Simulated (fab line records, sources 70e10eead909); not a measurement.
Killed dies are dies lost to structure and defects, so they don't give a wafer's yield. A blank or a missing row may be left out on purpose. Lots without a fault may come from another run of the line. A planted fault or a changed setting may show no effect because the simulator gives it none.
fab line records | flow nand_harc
record lots=7 wafers=21 last_day=33
route steps=1302 shown A_DECK1_JOINT@527
lots that met no fault: from a run of the same line without faults
start_h: hours from the record's first day to the start of the lot's first wafer shown | wait_h: hours since the lot's step before | " the same as in the row above | L1.1+2: a row that stands for several wafers | - no value, or no start given | * or withheld: withheld | < > ~ a bound
route shown NAME@n: a module of which the file shows steps, and the number in the route of the first | usual: mean/standard deviation of fault-free wafers | same: alike in all rows | chamber/n: place in a boat | sites: the reading at each site | _std_site: their standard deviation | _edge_site: outer sites' mean less inner sites' | radius_mm: how far each site lies from the wafer's centre | mask NAME#n: copy n | behind: the tool/chamber that last shaped the wafer | hold: why the lot was held/for how many hours/how that ended | device: the transistor (n, p or np) that didn't switch | end of line: the same wafers' tests at the end of the route | a step without rows: its recipe alone | killed: dies lost to structure and defects at the first sort, not the wafer's yield | map: a wafer's dies, x killed, . not, _ none there
set.NAME: the setting as run; set.NAME@STEP: as run at that earlier step | model.NAME: the simulator's own value behind a step, which no gauge read
lots at some steps of the route; a table a step, a row a wafer
services: from which hour (start_h, from the record's first day; less than 0 if before it) a tool's chamber was out of use, for how many hours, and why
## steps
# step NHARC_A_DECK1_JOINT_CMP_13
# recipe target_thk_nm=51.023
# usual edge_zone_pressure_frac=1.000/0.0052 motor_current_A=11.8/1 time_to_endpoint_s=9.4/1.6
# columns lot.wafer tool chamber start_h wait_h edge_zone_pressure_frac motor_current_A time_to_endpoint_s
L908.4 cmp-04 1 265.28 0.4 1.007 12.0 8.4
L908.2 " 2 " " 0.992 12.3 11.0
L908.3 " 3 " " 0.999 11.6 10.4
L911.4 cmp-02 2 293.29 0.4 0.998 10.4 6.6
L911.3 " 1 " " 0.998 11.9 10.4
L911.5 " 3 " " 0.998 12.1 9.4
L917.3 cmp-04 1 343.87 0.4 0.990 12.8 9.6
L917.4 " 3 " " 1.001 11.4 11.6
L917.5 " 0 " " 0.999 11.5 6.2
L916.1 cmp-03 0 343.90 0.4 0.995 12.6 8.0
L916.5 " 2 " " 1.008 10.4 10.8
L916.6 " 3 " " 1.003 13.8 11.8
L918.2 cmp-04 1 356.25 0.4 0.998 11.7 9.9
L918.3 " 3 " " 0.999 11.5 10.6
L918.5 " 0 " " 1.006 11.7 10.1
L928.3 cmp-02 3 456.92 0.4 0.993 12.8 9.1
L928.2 " 0 " " 1.001 12.0 9.9
L928.5 " 2 " " 0.993 10.5 5.9
L929.2 cmp-03 3 469.97 0.4 1.001 12.8 8.6
L929.3 " 1 " " 1.004 10.8 4.8
L929.4 " 2 " " 0.997 10.2 11.7
# step NHARC_A_DECK1_JOINT_THK_MEAS_14
# recipe thk_meas_gauge=ellipsometry
# usual thk_nm=51.3/1.3
# columns lot.wafer tool chamber start_h wait_h thk_nm
L908.2 film_metro-01 - 265.54 0.2 52.6
L908.3 " - " " 53.9
L908.4 " - " " 49.4
L911.3 film_metro-01 - 293.55 0.2 51.8
L911.4 " - " " 49.7
L911.5 " - " " 52.4
L916.1 film_metro-02 - 344.10 0.2 51.7
L916.5 " - " " 50.3
L916.6 " - " " 51.9
L917.3 film_metro-01 - 344.10 0.2 50.9
L917.4 " - " " 51.2
L917.5 " - " " 49.7
L918.2 film_metro-02 - 356.48 0.2 50.4
L918.3 " - " " 51.6
L918.5 " - " " 52.6
L928.2 film_metro-01 - 457.12 0.2 50.0
L928.3 " - " " 49.8
L928.5 " - " " 51.4
L929.2 film_metro-01 - 470.22 0.2 50.5
L929.3 " - " " 49.5
L929.4 " - " " 51.8
# step NHARC_A_DECK1_JOINT_SRD_04
# step NHARC_A_DECK1_JOINT_ETCHBACK_00
# recipe target_depth_a=300 time_s=17.4 hbr_flow_sccm=150 rf_w=350 icp_w=350 bias_w=60 chemistry=HBr
# usual chamber_pressure_mTorr=15.000/0.014 drypump_motor_current_A=5.8/0.45 he_backside_leak_sccm=2.65/0.19 oes_product_au=0.999/0.0067 throttle_valve_pct=23.265/0.01
# columns lot.wafer tool chamber start_h wait_h chamber_pressure_mTorr drypump_motor_current_A he_backside_leak_sccm oes_product_au rf_hours_counter_h throttle_valve_pct
L908.4 rie_si-06 3 265.66 0.1 15.008 6.0 2.92 1.004 0.0 23.270
L908.2 " 1 " " 14.975 5.3 2.54 0.996 0.0 23.255
L908.3 " 2 " " 14.974 5.5 2.39 0.994 0.0 23.279
L911.4 rie_si-05 1 293.70 0.1 15.005 6.0 2.52 1.004 1.2 23.248
L911.3 " 2 " " 14.988 5.3 2.67 0.998 1.2 23.275
L911.5 " 3 " " 14.993 5.4 2.74 1.008 - 23.261
L917.3 rie_si-05 3 344.24 0.1 14.997 5.4 2.70 1.010 0.2 23.272
L917.4 " 0 " " 15.023 6.5 2.85 1.007 0.1 23.273
L917.5 " 3 " " 14.994 5.4 2.48 1.002 - 23.281
L916.1 rie_si-06 1 344.25 0.1 14.989 5.4 2.55 0.998 0.4 23.280
L916.5 " 3 " " 14.985 6.0 3.04 1.005 - 23.264
L916.6 " 0 " " 14.987 6.0 2.77 0.994 - 23.269
L918.3 rie_si-04 3 356.61 0.1 15.023 6.4 2.65 0.997 0.0 23.261
L918.2 " 1 " " 15.007 6.5 2.59 1.010 0.0 23.263
L918.5 " 3 " " 15.010 6.4 2.50 0.991 - 23.264
L928.2 rie_si-06 0 457.26 0.1 15.013 6.0 2.88 1.010 0.0 23.255
L928.3 " 1 " " 14.972 5.3 2.47 1.009 0.2 23.273
L928.5 " 0 " " 14.977 6.1 2.78 1.003 - 23.248
L929.3 rie_si-05 2 470.35 0.1 14.993 5.3 2.61 0.994 1.2 23.253
L929.4 " 0 " " 15.010 6.5 2.85 1.002 0.8 23.258
L929.2 " 1 " " 15.014 6.0 2.46 0.990 1.1 23.269
# step NHARC_A_DECK1_JOINT_PRECLEAN_30
# recipe time_s=* temp_c=50 bath_age_min=0 chemistry=SC1
# step NHARC_A_DECK1_JOINT_SRD_31
# step NHARC_A_DECK1_JOINT_CVD_34
# recipe target_thk_a=200 temp_c=700 pressure_mtorr=300 material=SiNx
# step NHARC_A_DECK1_JOINT_DEP_06
# recipe target_thk_a=800 temp_c=65 material=SiOx
# step NHARC_A_DECK1_JOINT_CURE_26
# recipe temp_c=150 time_s=32 pressure_atm=0.395
# step NHARC_A_DECK1_JOINT_ANNEAL_27
# recipe temp_c=400 time_s=3600 idle_temp_c=300 ramp_up_c_per_min=10 densification_p_h2o_torr=640
# step NHARC_A_DECK1_JOINT_ANNEAL_28
# recipe temp_c=500 time_s=1800 idle_temp_c=400 ramp_up_c_per_min=10 densification_p_h2o_torr=640
# step NHARC_A_DECK1_JOINT_ANNEAL_29
# recipe temp_c=750 time_s=1800 idle_temp_c=500 ramp_up_c_per_min=10 ramp_down_c_per_min=3
# step NHARC_A_DECK1_JOINT_CMP_02
# recipe material=SiOx
# usual edge_zone_pressure_frac=1.000/0.0058 motor_current_A=11.7/1
# columns lot.wafer tool chamber start_h wait_h edge_zone_pressure_frac motor_current_A
L908.4 cmp-02 2 286.20 0.4 0.994 9.8
L908.2 " 3 " " 0.995 12.4
L908.3 " 0 " " 1.002 12.5
L911.4 cmp-04 2 320.78 0.4 0.998 11.9
L911.3 " 0 " " 1.006 11.3
L911.5 " 1 " " 0.992 11.6
L917.3 cmp-04 1 365.41 0.4 - -
L917.4 " 3 " " - -
L917.5 " 0 " " - -
L916.1 cmp-03 2 365.41 0.4 - -
L916.5 " 1 " " - -
L916.6 " 2 " " - -
L918.3 cmp-02 2 378.33 0.4 - -
L918.2 " 3 " " - -
L918.5 " 2 " " - -
L928.2 cmp-02 2 478.00 0.4 1.001 10.5
L928.3 " 0 " " 1.005 12.1
L928.5 " 1 " " 0.988 11.7
L929.3 cmp-02 0 492.39 0.4 1.005 12.5
L929.4 " 2 " " 1.000 10.6
L929.2 " 3 " " 0.996 12.4
## services
# columns tool chamber start_h hours kind
cmp-02 - 244.57 3.6 repair
rie_si-06 - 249.00 9.0 pm
cmp-02 - 253.24 3.7 repair
cmp-03 - 260.16 4.0 pm
rie_si-05 - 268.28 1.5 repair
rie_si-06 - 279.97 0.2 repair
rie_si-05 - 305.00 9.0 pm
cmp-04 - 307.00 4.0 pm
rie_si-06 0 315.54 1.8 repair
rie_si-06 1 322.73 18.6 repair
cmp-02 - 330.50 4.0 pm
rie_si-06 2 332.77 2.1 repair
cmp-04 - 340.25 1.1 repair
cmp-03 - 355.21 0.9 repair
cmp-04 - 360.35 0.5 repair
cmp-02 - 364.72 11.9 repair
cmp-04 - 377.09 4.4 repair
cmp-02 - 386.13 0.4 repair
cmp-04 - 389.33 0.6 repair
cmp-04 - 393.51 10.8 repair
cmp-04 - 405.00 4.0 pm
cmp-04 - 413.05 1.7 repair
cmp-02 - 428.50 4.0 pm
cmp-04 - 455.41 1.4 repair
## key
first_sign step=NHARC_A_DECK1_JOINT_CMP_02 reading=tool_record direction=missing
effect none on later readings
met_at NHARC_A_DECK1_JOINT_CMP_02
struck_wafers L916.1,L916.5,L916.6,L917.3,L917.4,L917.5,L918.2,L918.3,L918.5
later_rows_left_out L916.1,L916.5,L916.6,L917.3,L917.4,L917.5,L918.2,L918.3,L918.5
sort_left_out L916.1,L916.5,L916.6,L917.3,L917.4,L917.5,L918.2,L918.3,L918.5
tester_left_out L916,L917,L918
onset_between 320.78 365.41
fault kind=skipped_step_whole tool=cmp-02,cmp-03,cmp-04 chamber=- onset_h=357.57 steps=NHARC_A_DECK1_JOINT_CMP_02 scope=struck_lots_only
# tester_left_out: of these lots the tester's yield and bins aren't shown, on N5 and GAA mostly nor the transistor test; their killed dies are dies lost to structure and defects alone, not to doping, threshold or leakage, so they don't give the yield
# sort_left_out: the simulated sort isn't trusted on such a fault, so these wafers' sort isn't shown, and their yield isn't known
# later_rows_left_out: the simulator's readings of these wafers behind a module that went badly wrong aren't trusted and aren't shown, but for the sort
